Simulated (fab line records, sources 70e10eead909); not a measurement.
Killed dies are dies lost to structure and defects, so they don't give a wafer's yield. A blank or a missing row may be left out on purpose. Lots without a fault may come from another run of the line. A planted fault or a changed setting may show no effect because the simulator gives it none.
fab line records | flow nand_harc
record lots=6 wafers=18 last_day=33
route steps=1302 shown A_CHANNEL_HOLE_D2@584 END@1302
lots that met no fault: from a run of the same line without faults
start_h: hours from the record's first day to the start of the lot's first wafer shown | wait_h: hours since the lot's step before | " the same as in the row above | L1.1+2: a row that stands for several wafers | - no value, or no start given | * or withheld: withheld | < > ~ a bound
route shown NAME@n: a module of which the file shows steps, and the number in the route of the first | usual: mean/standard deviation of fault-free wafers | same: alike in all rows | chamber/n: place in a boat | sites: the reading at each site | _std_site: their standard deviation | _edge_site: outer sites' mean less inner sites' | radius_mm: how far each site lies from the wafer's centre | mask NAME#n: copy n | behind: the tool/chamber that last shaped the wafer | hold: why the lot was held/for how many hours/how that ended | device: the transistor (n, p or np) that didn't switch | end of line: the same wafers' tests at the end of the route | a step without rows: its recipe alone | killed: dies lost to structure and defects at the first sort, not the wafer's yield | map: a wafer's dies, x killed, . not, _ none there
set.NAME: the setting as run; set.NAME@STEP: as run at that earlier step | model.NAME: the simulator's own value behind a step, which no gauge read
lots at some steps of the route; a table a step, a row a wafer
services: from which hour (start_h, from the record's first day; less than 0 if before it) a tool's chamber was out of use, for how many hours, and why
## steps
# step NHARC_A_CHANNEL_HOLE_D2_INSPECT_12
# usual raw_defect_count=31/22
# columns lot.wafer tool chamber start_h wait_h raw_defect_count
L714.3 defect_inspect-02 - 323.54 0.0 5
L714.5 " - " " 7
L714.6 " - " " 11
L723.1 defect_inspect-01 - 414.22 0.0 63
L723.5 " - " " 50
L723.6 " - " " 53
L727.1 defect_inspect-01 - 458.32 0.0 48
L727.5 " - " " 58
L727.6 " - " " 51
L728.3 defect_inspect-01 - 469.02 0.0 45
L728.4 " - " " 60
L728.6 " - " " 44
L731.3 defect_inspect-02 - 505.56 0.0 23
L731.5 " - " " 27
L731.6 " - " " 17
L733.3 defect_inspect-01 - 528.63 0.0 28
L733.4 " - " " 28
L733.6 " - " " 37
# step NHARC_A_CHANNEL_HOLE_D2_DESCUM_15
# recipe time_s=3 o2_flow_sccm=200 ar_flow_sccm=0 bias_power_w=0 chemistry=O2
# step NHARC_A_CHANNEL_HOLE_D2_ETCH_38
# recipe target_depth_a=390 over_etch_frac=0.3 time_s=65 ion_energy_ev=80 cf4_flow_sccm=150 ar_flow_sccm=0 rf_w=300 bias_w=100 chemistry=CF4
# usual drypump_motor_current_A=5.6/0.47 oes_product_au=0.997/0.008 rf_vpp_V=151.3/1 showerhead_plenum_p_Torr=1.77/0.05 throttle_valve_pct=13.284/0.0087
# columns lot.wafer tool chamber start_h wait_h drypump_motor_current_A oes_product_au rf_hours_counter_h rf_vpp_V showerhead_plenum_p_Torr throttle_valve_pct
L714.3 rie_diel-13 2 323.69 0.1 5.5 1.014 8.5 150.8 1.70 13.278
L714.6 " 2 " " 5.5 1.003 - 150.0 1.70 13.273
L714.5 " 3 " " 5.9 1.004 - 152.3 1.76 13.276
L723.1 rie_diel-13 1 414.37 0.1 6.6 0.995 2.9 153.3 1.83 13.274
L723.5 " 1 " " 6.6 0.993 - 152.1 1.83 13.295
L723.6 " 2 " " 5.5 1.001 - 151.2 1.70 13.274
L727.1 rie_diel-04 3 458.47 0.1 5.9 1.000 5.4 151.8 1.85 13.278
L727.5 " 2 " " 4.9 1.006 - 152.3 1.83 13.279
L727.6 " 3 " " 5.9 0.993 - 153.3 1.85 13.294
L728.3 rie_diel-08 1 469.19 0.1 5.1 0.992 5.7 148.5 1.73 13.283
L728.6 " 1 " " 5.1 0.990 - 151.2 1.73 13.278
L728.4 " 2 " " 5.2 0.983 - 151.0 1.76 13.287
L731.3 rie_diel-08 2 505.72 0.1 5.2 0.993 8.1 151.3 1.76 13.283
L731.6 " 3 " " 5.7 1.007 - 151.6 1.82 13.285
L731.5 " 0 " " 6.0 1.004 - 151.8 1.75 13.284
L733.4 rie_diel-13 2 528.78 0.1 5.5 1.006 0.0 149.9 1.69 13.282
L733.3 " 3 " " 6.0 0.998 0.0 150.6 1.76 13.281
L733.6 " 2 " " 5.5 1.001 - 150.4 1.69 13.281
# step NHARC_A_CHANNEL_HOLE_D2_ETCH_39
# recipe target_depth_a=2600 over_etch_frac=0.3 time_s=325 ion_energy_ev=200 n2_flow_sccm=150 h2_flow_sccm=150 ar_flow_sccm=0 rf_w=400 bias_w=150 chemistry=N2/H2
# step NHARC_A_CHANNEL_HOLE_D2_ETCH_34
# recipe target_depth_a=1540 time_s=77 cf4_flow_sccm=100 chf3_flow_sccm=30 ar_flow_sccm=0 rf_w=500 bias_w=200 chemistry=CF4/CHF3
# usual drypump_motor_current_A=5.6/0.47 oes_product_au=0.957/0.019 rf_vpp_V=370.6/1.6 showerhead_plenum_p_Torr=1.57/0.045 throttle_valve_pct=16.802/0.009
# columns lot.wafer tool chamber start_h wait_h drypump_motor_current_A oes_product_au rf_hours_counter_h rf_vpp_V showerhead_plenum_p_Torr throttle_valve_pct
L714.3 rie_diel-13 3 - - 5.9 0.916 9 369.6 1.57 16.801
L714.6 " 1 " " 6.6 0.917 - 372.1 1.63 16.799
L714.5 " 2 " " 5.5 0.939 - 369.0 1.51 16.786
L723.1 rie_diel-13 3 - - 5.9 0.943 3 370.2 1.56 16.798
L723.5 " 1 " " 6.6 0.971 - 372.3 1.63 16.808
L723.6 " 2 " " 5.5 0.965 - 368.0 1.51 16.811
L727.1 rie_diel-04 0 - - 4.9 0.964 6 369.3 1.54 16.811
L727.6 " 0 " " 4.9 0.968 - 368.5 1.54 16.790
L727.5 " 1 " " 5.5 0.986 - 371.6 1.58 16.807
L728.3 rie_diel-08 3 - - 5.7 0.952 5 372.4 1.62 16.803
L728.6 " 2 " " 5.2 0.948 - 371.3 1.57 16.802
L728.4 " 3 " " 5.7 0.951 - 371.2 1.62 16.799
L731.3 rie_diel-08 1 - - 5.1 0.950 8 368.1 1.54 16.802
L731.5 " 1 " " 5.1 0.951 - 370.0 1.54 16.799
L731.6 " 2 " " 5.3 0.948 - 370.6 1.57 16.791
L733.4 rie_diel-13 0 - - 5.6 0.969 0 368.7 1.52 16.788
L733.3 " 2 " " 5.5 0.977 0 368.3 1.51 16.797
L733.6 " 0 " " 5.5 0.958 - 368.3 1.52 16.823
# step NHARC_A_CHANNEL_HOLE_D2_ETCH_16
# recipe target_depth_a=31000 over_etch_frac=0.3 time_s=806 ion_energy_ev=150 o2_flow_sccm=400 cos_flow_sccm=20 ar_flow_sccm=0 rf_w=500 bias_w=300 chemistry=O2/COS
# step NHARC_A_CHANNEL_HOLE_D2_CD_MEAS_18
# usual cd_nm=98.8/1.7
# columns lot.wafer tool chamber start_h wait_h cd_nm
L714.3 cd_sem-02 - 324.72 - 98.0
L714.5 " - " " 101.5
L714.6 " - " " 97.5
L723.1 cd_sem-03 - 415.39 - 101.4
L723.5 " - " " 100.4
L723.6 " - " " 99.0
L727.1 cd_sem-02 - 459.49 - 97.1
L727.5 " - " " 99.2
L727.6 " - " " 98.0
L728.3 cd_sem-01 - 470.40 - 98.7
L728.4 " - " " 101.5
L728.6 " - " " 99.1
L731.3 cd_sem-03 - 506.73 - 99.7
L731.5 " - " " 98.9
L731.6 " - " " 99.3
L733.3 cd_sem-03 - 529.80 - 100.5
L733.4 " - " " 98.1
L733.6 " - " " 97.6
# step NHARC_A_CHANNEL_HOLE_D2_ETCH_19
# recipe bias_v=1200 source_w=2500 pressure_mtorr=15 time_s=34.5 ar_flow_sccm=375 c4f8_flow_sccm=28.8 o2_flow_sccm=96.2 temp_c=-20 target_depth_a=* chemistry=C4F8/O2/Ar
# step NHARC_A_CHANNEL_HOLE_D2_ETCH_20
# recipe bias_v=3000 source_w=withheld pressure_mtorr=20 time_s=361.9 ar_flow_sccm=375 c4f8_flow_sccm=89.3 o2_flow_sccm=35.7 temp_c=-20 target_depth_a=16000 chemistry=C4F8/O2/Ar
# step NHARC_A_CHANNEL_HOLE_D2_ETCH_21
# recipe bias_v=3000 source_w=withheld pressure_mtorr=20 time_s=514.3 ar_flow_sccm=375 c4f8_flow_sccm=89.3 o2_flow_sccm=35.7 temp_c=-20 target_depth_a=16000 chemistry=C4F8/O2/Ar
# step NHARC_A_CHANNEL_HOLE_D2_ETCH_22
# recipe bias_v=3000 source_w=withheld pressure_mtorr=20 time_s=666.7 ar_flow_sccm=375 c4f8_flow_sccm=89.3 o2_flow_sccm=35.7 temp_c=-20 target_depth_a=16000 chemistry=C4F8/O2/Ar
# usual c4f8_flow_sccm=89.31/0.25 drypump_motor_current_A=5.99/0.27 showerhead_plenum_p_Torr=3.63/0.15 temp_c=-19.98/0.11 throttle_valve_pct=32.155/0.0091
# columns lot.wafer tool chamber start_h wait_h c4f8_flow_sccm drypump_motor_current_A rf_hours_counter_h showerhead_plenum_p_Torr temp_c throttle_valve_pct
L714.3 har_etch-02 0 328.30 0.4 89.46 5.88 - 3.71 -20.05 32.153
L714.5 " 1 " " 89.35 6.50 - 3.40 -19.91 32.152
L714.6 " 0 " " 89.41 5.87 - 3.71 -20.06 32.154
L723.1 har_etch-01 0 420.12 0.4 89.31 5.81 234 3.66 -20.19 32.146
L723.5 " 1 " " 89.51 5.85 - 3.49 -19.89 32.180
L723.6 " 0 " " 89.29 5.81 - 3.66 -20.13 32.153
L727.1 har_etch-02 0 461.27 0.4 88.95 5.86 35 3.68 -19.84 32.143
L727.6 " 0 " " 89.16 5.87 - 3.68 -19.89 32.161
L727.5 " 1 " " 89.92 6.53 - 3.91 -19.93 32.156
L728.4 har_etch-02 0 471.52 0.4 89.15 5.87 - 3.68 -19.90 32.156
L728.3 " 1 " " 88.89 6.50 - 3.91 -20.00 32.157
L728.6 " 0 " " 89.21 5.87 - 3.68 -19.82 32.175
L731.3 har_etch-01 1 510.40 0.4 89.48 5.85 - 3.46 -20.03 32.157
L731.6 " 0 " " 89.37 5.82 - 3.63 -19.81 32.141
L731.5 " 1 " " 89.46 5.86 - 3.46 -20.13 32.151
L733.4 har_etch-01 0 533.71 0.4 89.63 5.82 - 3.62 -20.18 32.152
L733.3 " 1 " " 89.45 5.87 - 3.45 -19.93 32.162
L733.6 " 1 " " 89.22 5.88 - 3.46 -19.89 32.139
# step NHARC_A_CHANNEL_HOLE_D2_ETCH_23
# recipe bias_v=5000 source_w=withheld pressure_mtorr=20 time_s=819 ar_flow_sccm=375 c4f8_flow_sccm=89.3 o2_flow_sccm=35.7 temp_c=-20 target_depth_a=16000 chemistry=C4F8/O2/Ar
# step NHARC_A_CHANNEL_HOLE_D2_ETCH_24
# recipe bias_v=5000 source_w=withheld pressure_mtorr=20 time_s=906.2 ar_flow_sccm=375 c4f8_flow_sccm=93.8 o2_flow_sccm=31.2 temp_c=-20 target_depth_a=15000 chemistry=C4F8/O2/Ar
# usual c4f8_flow_sccm=93.88/0.27 drypump_motor_current_A=5.99/0.26 showerhead_plenum_p_Torr=3.62/0.15 temp_c=-20.02/0.1 throttle_valve_pct=32.235/0.0091
# columns lot.wafer tool chamber start_h wait_h c4f8_flow_sccm drypump_motor_current_A rf_hours_counter_h showerhead_plenum_p_Torr temp_c throttle_valve_pct
L714.3 har_etch-02 0 329.67 0.6 94.05 5.88 - 3.71 -20.04 32.218
L714.5 " 1 " " 94.19 6.52 - 3.40 -19.91 32.245
L714.6 " 0 " " 93.94 5.87 - 3.71 -20.04 32.243
L723.1 har_etch-01 0 421.40 0.6 94.33 5.84 236 3.66 -19.94 32.250
L723.5 " 1 " " 93.79 5.88 - 3.49 -20.14 32.242
L723.6 " 0 " " 93.87 5.82 - 3.66 -19.93 32.228
L727.1 har_etch-02 0 462.54 0.6 93.62 5.88 36 3.67 -19.96 32.232
L727.6 " 0 " " 93.94 5.89 - 3.67 -19.93 32.235
L727.5 " 1 " " 93.96 6.47 - 3.91 -19.92 32.237
L728.4 har_etch-02 0 472.86 0.6 94.01 5.86 - 3.67 -19.91 32.250
L728.3 " 1 " " 93.96 6.51 - 3.91 -20.09 32.239
L728.6 " 0 " " 93.56 5.92 - 3.67 -19.92 32.242
L731.3 har_etch-01 1 511.76 0.6 93.68 5.88 - 3.46 -19.82 32.242
L731.6 " 0 " " 94.30 5.85 - 3.62 -20.03 32.230
L731.5 " 1 " " 93.88 5.87 - 3.46 -20.07 32.241
L733.4 har_etch-01 0 535.04 0.6 94.03 5.83 - 3.62 -20.09 32.241
L733.3 " 1 " " 93.45 5.88 - 3.45 -19.83 32.230
L733.6 " 1 " " 93.64 5.88 - 3.45 -20.03 32.241
# step NHARC_A_CHANNEL_HOLE_D2_ETCH_25
# recipe bias_v=5000 source_w=withheld pressure_mtorr=20 time_s=1040.2 ar_flow_sccm=375 c4f8_flow_sccm=93.8 o2_flow_sccm=31.2 temp_c=-20 target_depth_a=15000 chemistry=C4F8/O2/Ar
# step NHARC_A_CHANNEL_HOLE_D2_ETCH_26
# recipe bias_v=300 source_w=2000 pressure_mtorr=30 time_s=224.1 ar_flow_sccm=375 c4f8_flow_sccm=11.4 o2_flow_sccm=113.6 temp_c=-20 target_depth_a=3000 chemistry=C4F8/O2/Ar
# step NHARC_A_CHANNEL_HOLE_D2_ETCH_27
# recipe bias_v=400 source_w=2000 pressure_mtorr=25 time_s=90 ar_flow_sccm=375 c4f8_flow_sccm=41.7 o2_flow_sccm=83.3 temp_c=-20 target_depth_a=4000 chemistry=C4F8/O2/Ar
# usual c4f8_flow_sccm=41.71/0.13 drypump_motor_current_A=5.99/0.27 showerhead_plenum_p_Torr=3.66/0.15 temp_c=-20.01/0.11 throttle_valve_pct=27.619/0.0098
# columns lot.wafer tool chamber start_h wait_h c4f8_flow_sccm drypump_motor_current_A rf_hours_counter_h showerhead_plenum_p_Torr temp_c throttle_valve_pct
L714.3 har_etch-02 0 331.23 0.2 42.01 5.88 - 3.75 -19.99 27.612
L714.5 " 1 " " 41.69 6.53 - 3.43 -20.00 27.626
L714.6 " 0 " " 41.86 5.88 - 3.75 -19.86 27.616
L723.1 har_etch-01 0 423.16 0.2 41.66 5.81 237 3.70 -19.96 27.612
L723.5 " 1 " " 41.67 5.86 - 3.52 -19.83 27.618
L723.6 " 0 " " 41.84 5.83 - 3.70 -19.93 27.619
L727.1 har_etch-02 0 464.37 0.2 41.45 5.90 38 3.72 -20.02 27.630
L727.6 " 0 " " 41.71 5.87 - 3.72 -20.17 27.635
L727.5 " 1 " " 41.50 6.48 - 3.96 -19.89 27.604
L728.4 har_etch-02 0 474.52 0.2 41.81 5.89 - 3.71 -19.89 27.621
L728.3 " 1 " " 41.55 6.54 - 3.96 -19.82 27.635
L728.6 " 0 " " 41.70 5.88 - 3.71 -19.94 27.616
L731.3 har_etch-01 1 513.32 0.2 41.79 5.87 - 3.49 -20.04 27.621
L731.6 " 0 " " 41.80 5.83 - 3.67 -20.03 27.619
L731.5 " 1 " " 41.74 5.89 - 3.49 -19.97 27.620
L733.4 har_etch-01 0 536.71 0.2 41.54 5.82 - 3.66 -19.94 27.630
L733.3 " 1 " " 41.77 5.87 - 3.49 -20.09 27.635
L733.6 " 1 " " 41.69 5.87 - 3.49 -20.13 27.626
# step NHARC_A_CHANNEL_HOLE_D2_STRIP_41
# recipe n2_flow_sccm=150 h2_flow_sccm=150 ar_flow_sccm=0 bias_w=0 chemistry=N2/H2
# step NHARC_A_CHANNEL_HOLE_D2_STRIP_42
# recipe cf4_flow_sccm=100 chf3_flow_sccm=30 ar_flow_sccm=0 bias_w=0 chemistry=CF4/CHF3
# step NHARC_A_CHANNEL_HOLE_D2_STRIP_43
# recipe o2_flow_sccm=400 cos_flow_sccm=20 ar_flow_sccm=0 bias_w=0 chemistry=O2/COS
# step NHARC_A_CHANNEL_HOLE_D2_ETCH_44
# recipe target_depth_a=1400 overetch_a=140 time_s=77 ion_energy_ev=100 cf4_flow_sccm=80 o2_flow_sccm=20 ar_flow_sccm=0 rf_w=300 bias_w=100 chemistry=CF4/O2
# step NHARC_A_CHANNEL_HOLE_D2_STRIP_28
# recipe o2_flow_sccm=500 ar_flow_sccm=0 bias_w=0 chemistry=O2
# usual drypump_motor_current_A=5.5/0.45 oes_product_au=1.000/0.0087 rf_vpp_V=57.8/0.88 showerhead_plenum_p_Torr=3.54/0.098 throttle_valve_pct=17.037/0.0097
# columns lot.wafer tool chamber start_h wait_h drypump_motor_current_A oes_product_au rf_hours_counter_h rf_vpp_V showerhead_plenum_p_Torr throttle_valve_pct
L714.3 rie_diel-08 2 - - 5.2 0.997 7.0 59.0 3.52 17.050
L714.5 " 1 " " 5.1 0.994 - 57.4 3.45 17.037
L714.6 " 2 " " 5.3 0.999 - 57.8 3.52 17.040
L723.1 rie_diel-08 2 - - 5.2 0.988 3.6 58.7 3.52 17.014
L723.6 " 3 " " 5.7 0.992 - 56.8 3.63 17.043
L723.5 " 0 " " 6.0 0.992 - 57.5 3.50 17.045
L727.1 rie_diel-08 3 - - 5.7 1.002 5.0 57.8 3.63 17.034
L727.6 " 1 " " 5.1 0.999 - 58.0 3.45 17.047
L727.5 " 2 " " 5.3 0.983 - 57.8 3.52 17.047
L728.3 rie_diel-04 3 - - 5.9 0.995 6.4 57.9 3.69 17.034
L728.4 " 2 " " 5.0 1.008 - 57.9 3.66 17.016
L728.6 " 3 " " 5.9 0.996 - 59.3 3.69 17.022
L731.3 rie_diel-08 2 - - 5.3 0.984 9.0 58.0 3.51 17.032
L731.5 " 0 " " 6.0 0.995 - 57.7 3.50 17.052
L731.6 " 1 " " 5.1 0.997 - 56.8 3.44 17.048
L733.4 rie_diel-13 2 - - 5.5 1.007 1.1 59.7 3.38 17.041
L733.3 " 1 " " 6.7 0.999 0.7 57.1 3.65 17.056
L733.6 " 2 " " 5.5 0.998 - 57.4 3.38 17.037
# step NHARC_A_CHANNEL_HOLE_D2_PRECLEAN_29
# recipe time_s=* temp_c=50 bath_age_min=0 chemistry=SC1
# step NHARC_A_CHANNEL_HOLE_D2_SRD_30
# step NHARC_A_CHANNEL_HOLE_D2_CD_MEAS_31
# usual cd_nm=90.2/0.81
# columns lot.wafer tool chamber start_h wait_h cd_nm
L714.3 cd_sem-03 - 332.69 - 91.1
L714.5 " - " " 90.3
L714.6 " - " " 89.9
L723.1 cd_sem-01 - 424.67 - 90.9
L723.5 " - " " 90.7
L723.6 " - " " 90.6
L727.1 cd_sem-02 - 465.91 - 90.5
L727.5 " - " " 91.1
L727.6 " - " " 91.3
L728.3 cd_sem-01 - 476.17 - 90.0
L728.4 " - " " 91.0
L728.6 " - " " 90.7
L731.3 cd_sem-03 - 514.77 - 90.1
L731.5 " - " " 90.6
L731.6 " - " " 89.8
L733.3 cd_sem-01 - 538.19 - 92.5
L733.4 " - " " 90.5
L733.6 " - " " 90.6
# step NHARC_A_CHANNEL_HOLE_D2_XSEM_32
# recipe landing_energy_ev=35000
# usual bot_cd_nm=74.8/1.1 bow_nm=8.63/0.26 tilt_deg=0.07/0.04
# same landing_energy_ev=35000
# columns lot.wafer tool chamber start_h wait_h bot_cd_nm bow_nm tilt_deg
L714.3 xsem-02 0 332.78 0.1 75.4 8.81 0.07
L714.5 " 0 " " 74.2 8.78 0.07
L714.6 " 0 " " 74.0 8.88 0.07
L723.1 xsem-01 0 424.76 0.1 75.0 9.26 0.10
L723.5 " 0 " " 74.8 9.23 0.09
L723.6 " 0 " " 75.5 9.16 0.09
L727.1 xsem-02 0 466.01 0.1 74.1 10.89 0.06
L727.5 " 0 " " 74.6 8.66 0.06
L727.6 " 0 " " 73.6 10.86 0.06
L728.3 xsem-02 0 476.26 0.1 74.6 8.58 0.17
L728.4 " 0 " " 75.3 10.70 0.17
L728.6 " 0 " " 75.4 10.67 0.17
L731.3 xsem-01 0 514.86 0.1 73.1 9.22 0.08
L731.5 " 0 " " 74.2 9.17 0.08
L731.6 " 0 " " 73.7 9.17 0.08
L733.3 xsem-01 0 538.28 0.1 76.3 8.51 0.10
L733.4 " 0 " " 75.0 8.54 0.10
L733.6 " 0 " " 74.3 8.43 0.10
# step NHARC_A_CHANNEL_HOLE_D2_INSPECT_40
# usual raw_defect_count=291/100
# columns lot.wafer tool chamber start_h wait_h raw_defect_count
L714.3 defect_inspect-02 - 332.87 - 230
L714.5 " - " " 258
L714.6 " - " " 388
L723.1 defect_inspect-01 - 424.87 - 216
L723.5 " - " " 178
L723.6 " - " " 311
L727.1 defect_inspect-02 - 466.10 - 436
L727.5 " - " " 275
L727.6 " - " " 287
L728.3 defect_inspect-01 - 476.36 - 249
L728.4 " - " " 285
L728.6 " - " " 244
L731.3 defect_inspect-01 - 514.95 - 246
L731.5 " - " " 253
L731.6 " - " " 176
L733.3 defect_inspect-01 - 538.37 - 337
L733.4 " - " " 296
L733.6 " - " " 386
# step NHARC_END_SORT_01
# recipe temp_c=25
# usual killed_at_array=59/17 killed_at_other=0.7/0.9 killed_at_periphery=3.6/2.3 killed_dies=63/18 killed_open=3.4/1.9 killed_short=2.6/1.7
# same gross_dies=677
# columns lot.wafer tool chamber start_h wait_h killed_at_array killed_at_other killed_at_periphery killed_dies killed_open killed_short
L714.3 prober-02 0 594.48 3.1 43 0 3 46 5 0
L714.5 prober-02 0 596.08 3.7 50 0 6 56 2 4
L714.6 prober-02 0 596.88 4.0 49 0 7 56 4 0
L723.1 prober-02 0 691.77 2.5 63 1 5 69 5 0
L723.5 prober-02 0 694.95 3.7 58 1 6 65 1 2
L723.6 prober-02 0 695.74 4.0 69 0 3 72 5 0
L727.1 prober-02 0 733.29 2.5 71 0 0 71 5 3
L727.5 prober-02 0 736.50 3.7 82 0 1 83 2 3
L727.6 prober-02 0 737.31 4.0 89 0 5 94 5 1
L728.3 prober-01 0 753.80 3.1 45 0 2 47 1 1
L728.4 prober-01 0 754.60 3.4 46 2 5 53 2 5
L728.6 prober-01 0 756.19 4.0 55 1 2 58 2 8
L731.3 prober-01 0 784.95 3.1 63 2 2 67 5 1
L731.5 prober-01 0 786.55 3.7 91 3 0 94 4 7
L731.6 prober-01 0 787.35 4.0 76 1 2 79 3 5
L733.3 prober-01 0 800.66 3.1 79 1 1 81 2 2
L733.4 prober-01 0 801.45 3.4 69 0 0 69 5 1
L733.6 prober-01 0 803.05 4.0 73 1 0 74 2 3
# killed by level:class
L714.3 A_CHANNEL_HOLE_D2:chamber_film_flake=30 A_M1:chamber_film_flake=3 P_BONDPAD:chamber_film_flake=2 A_CHANNEL_HOLE_D1:chamber_film_flake=2 A_CONTACT:chamber_film_flake=2 P_CONTACT:geometric_particle:open=1 A_ONON_D2:geometric_particle:open=1 A_BLC:geometric_particle:open=1
L714.5 A_CHANNEL_HOLE_D2:chamber_film_flake=37 P_BONDPAD:chamber_film_flake=3 A_CHANNEL_HOLE_D1:chamber_film_flake=3 A_ONON_D1:geometric_particle:short=2 P_CONTACT:geometric_particle:open=1 P_M1:geometric_particle:short=1 A_SGD_CUT:geometric_particle:open=1 A_BLC:geometric_particle:short=1
L714.6 A_CHANNEL_HOLE_D2:chamber_film_flake=37 A_CHANNEL_HOLE_D1:chamber_film_flake=5 A_CONTACT:chamber_film_flake=4 P_M0:geometric_particle:open=2 P_BONDPAD:chamber_film_flake=2 P_CONTACT:geometric_particle:open=1 P_M1:geometric_particle:open=1 P_GATE:chamber_film_flake=1
L723.1 A_CHANNEL_HOLE_D1:chamber_film_flake=33 A_CHANNEL_HOLE_D2:chamber_film_flake=14 A_STAIRCASE:chamber_film_flake=5 A_CONTACT:chamber_film_flake=3 A_WL_FILL:geometric_particle:open=2 P_STI:chamber_film_flake=2 A_BLC:chamber_film_flake=2 P_M2:geometric_particle:open=1
L723.5 A_CHANNEL_HOLE_D1:chamber_film_flake=33 A_CHANNEL_HOLE_D2:chamber_film_flake=17 A_SLIT:chamber_film_flake=3 P_STI:chamber_film_flake=2 P_GATE:chamber_film_flake=2 A_BLC:chamber_film_flake=2 P_M0:geometric_particle:open=1 A_M1:geometric_particle:short=1
L723.6 A_CHANNEL_HOLE_D1:chamber_film_flake=33 A_CHANNEL_HOLE_D2:chamber_film_flake=19 A_WL_FILL:chamber_film_flake=4 A_CONTACT:chamber_film_flake=4 A_STAIRCASE:chamber_film_flake=2 A_BLC:chamber_film_flake=2 P_M1:geometric_particle:open=1 A_SOURCE_PLATE:geometric_particle:open=1
L727.1 A_CHANNEL_HOLE_D1:chamber_film_flake=27 A_SLIT:chamber_film_flake=27 A_CONTACT:chamber_film_flake=6 A_WL_FILL:geometric_particle:open=2 A_ONON_D1:geometric_particle:short=1 A_ONON_D1:geometric_particle:open=1 A_DECK1_JOINT:geometric_particle:short=1 A_DECK1_JOINT:geometric_particle:open=1
L727.5 A_CHANNEL_HOLE_D1:chamber_film_flake=32 A_SLIT:chamber_film_flake=26 A_CONTACT:chamber_film_flake=13 A_DECK1_JOINT:chamber_film_flake=3 A_CHANNEL_FILL_D2:chamber_film_flake=2 P_GATE:geometric_particle:short=1 A_ONON_D1:geometric_particle:open=1 A_ONON_D1:geometric_particle:short=1
L727.6 A_CHANNEL_HOLE_D1:chamber_film_flake=32 A_SLIT:chamber_film_flake=29 A_CONTACT:chamber_film_flake=13 P_GATE:chamber_film_flake=3 A_WL_FILL:chamber_film_flake=3 A_ONON_D1:geometric_particle:open=2 A_DECK1_JOINT:geometric_particle:open=2 A_DECK1_JOINT:chamber_film_flake=2
L728.3 A_CHANNEL_HOLE_D1:chamber_film_flake=28 A_SLIT:chamber_film_flake=8 A_CONTACT:chamber_film_flake=4 P_ZERO_WELL:chamber_film_flake=2 A_CHANNEL_HOLE_D1:geometric_particle:short=1 A_M1:geometric_particle:open=1 A_ZERO_WELL:chamber_film_flake=1 A_CHANNEL_FILL_D1:chamber_film_flake=1
L728.4 A_CHANNEL_HOLE_D1:chamber_film_flake=30 A_SLIT:chamber_film_flake=5 A_DECK1_JOINT:chamber_film_flake=3 A_STAIRCASE:chamber_film_flake=3 THIN_TSV:chamber_film_flake=2 P_CONTACT:geometric_particle:open=1 P_M0:geometric_particle:open=1 P_M0:geometric_particle:short=1
L728.6 A_CHANNEL_HOLE_D1:chamber_film_flake=32 A_SLIT:chamber_film_flake=7 A_CONTACT:chamber_film_flake=5 A_WL_FILL:geometric_particle:short=3 A_ONON_D2:geometric_particle:short=2 A_STAIRCASE:chamber_film_flake=2 P_GATE:geometric_particle:short=1 A_ONON_D1:geometric_particle:open=1
L731.3 A_SLIT:chamber_film_flake=22 A_CHANNEL_HOLE_D2:chamber_film_flake=20 A_CHANNEL_HOLE_D1:chamber_film_flake=11 A_CONTACT:chamber_film_flake=4 THIN_TSV:chamber_film_flake=2 P_M0:geometric_particle:open=1 A_ONON_D1:geometric_particle:open=1 A_ONON_D2:geometric_particle:short=1
L731.5 A_CHANNEL_HOLE_D2:chamber_film_flake=29 A_SLIT:chamber_film_flake=29 A_CHANNEL_HOLE_D1:chamber_film_flake=15 A_CONTACT:chamber_film_flake=5 A_CHANNEL_HOLE_D1:geometric_particle:short=2 A_WL_FILL:geometric_particle:short=2 A_M0:geometric_particle:open=2 THIN_TSV:chamber_film_flake=2
L731.6 A_SLIT:chamber_film_flake=30 A_CHANNEL_HOLE_D2:chamber_film_flake=20 A_CONTACT:chamber_film_flake=8 A_CHANNEL_HOLE_D1:chamber_film_flake=7 A_ONON_D2:geometric_particle:short=2 A_CHANNEL_FILL_D2:geometric_particle:short=2 A_STAIRCASE:chamber_film_flake=2 P_M0:geometric_particle:open=1
L733.3 A_CHANNEL_HOLE_D2:chamber_film_flake=36 A_CHANNEL_HOLE_D1:chamber_film_flake=21 A_SLIT:chamber_film_flake=10 A_CONTACT:chamber_film_flake=6 A_STAIRCASE:chamber_film_flake=3 P_CONTACT:geometric_particle:open=1 A_ONON_D1:geometric_particle:open=1 A_WL_FILL:geometric_particle:short=1
L733.4 A_CHANNEL_HOLE_D2:chamber_film_flake=30 A_CHANNEL_HOLE_D1:chamber_film_flake=22 A_SLIT:chamber_film_flake=6 A_STAIRCASE:chamber_film_flake=3 A_CONTACT:geometric_particle:open=2 A_M0:geometric_particle:open=2 A_ONON_D2:geometric_particle:open=1 A_CHANNEL_FILL_D2:geometric_particle:short=1
L733.6 A_CHANNEL_HOLE_D2:chamber_film_flake=37 A_CHANNEL_HOLE_D1:chamber_film_flake=19 A_SLIT:chamber_film_flake=7 A_STAIRCASE:chamber_film_flake=2 A_ONON_D1:geometric_particle:short=1 A_CHANNEL_HOLE_D1:geometric_particle:open=1 A_CHANNEL_FILL_D2:geometric_particle:short=1 A_WL_FILL:geometric_particle:short=1
## services
# columns tool chamber start_h hours kind
rie_diel-08 2 335.88 5.3 repair
rie_diel-13 - 342.00 9.0 pm
rie_diel-04 - 354.90 9.0 pm
rie_diel-08 0 356.13 5.0 repair
rie_diel-08 - 367.80 9.0 pm
har_etch-02 1 367.90 - consumable_replace:showerhead
har_etch-02 1 367.90 17.0 scheduled_down
har_etch-02 1 367.90 17.0 vent_cycle
xsem-01 - 374.00 14.0 pm
har_etch-01 - 377.65 4.9 repair
har_etch-02 - 387.28 17.0 pm
har_etch-02 0 387.28 17.0 vent_cycle
har_etch-02 1 387.28 17.0 vent_cycle
rie_diel-08 0 390.50 23.0 repair
rie_diel-04 0 391.23 3.2 repair
har_etch-02 0 404.28 - clean
har_etch-02 0 404.28 - consumable_replace:focus_ring
har_etch-02 - 414.25 12.5 repair
rie_diel-13 1 419.44 5.6 repair
rie_diel-04 3 422.81 5.7 repair
rie_diel-08 0 467.70 5.3 repair
rie_diel-04 1 470.09 27.1 repair
rie_diel-13 - 519.47 9.0 pm
rie_diel-04 - 531.90 9.0 pm
## key
first_sign step=NHARC_A_CHANNEL_HOLE_D2_XSEM_32 reading=bow_nm direction=up sigmas=8.2 usual=8.63 struck=10.78
effect none on later readings
met_at NHARC_A_CHANNEL_HOLE_D2_ETCH_24
struck_wafers L727.1,L727.6,L728.4,L728.6
tester_left_out L727,L728
onset_between 329.67 462.54
fault kind=process_parameter_drift tool=har_etch-02 chamber=0 onset_h=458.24 steps=NHARC_A_CHANNEL_HOLE_D2_ETCH_24 channel=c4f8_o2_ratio offset=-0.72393 shape=step end_h=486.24 acts_in=these_recipes_only stated=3
# tester_left_out: of these lots the tester's yield and bins aren't shown, on N5 and GAA mostly nor the transistor test; their killed dies are dies lost to structure and defects alone, not to doping, threshold or leakage, so they don't give the yield
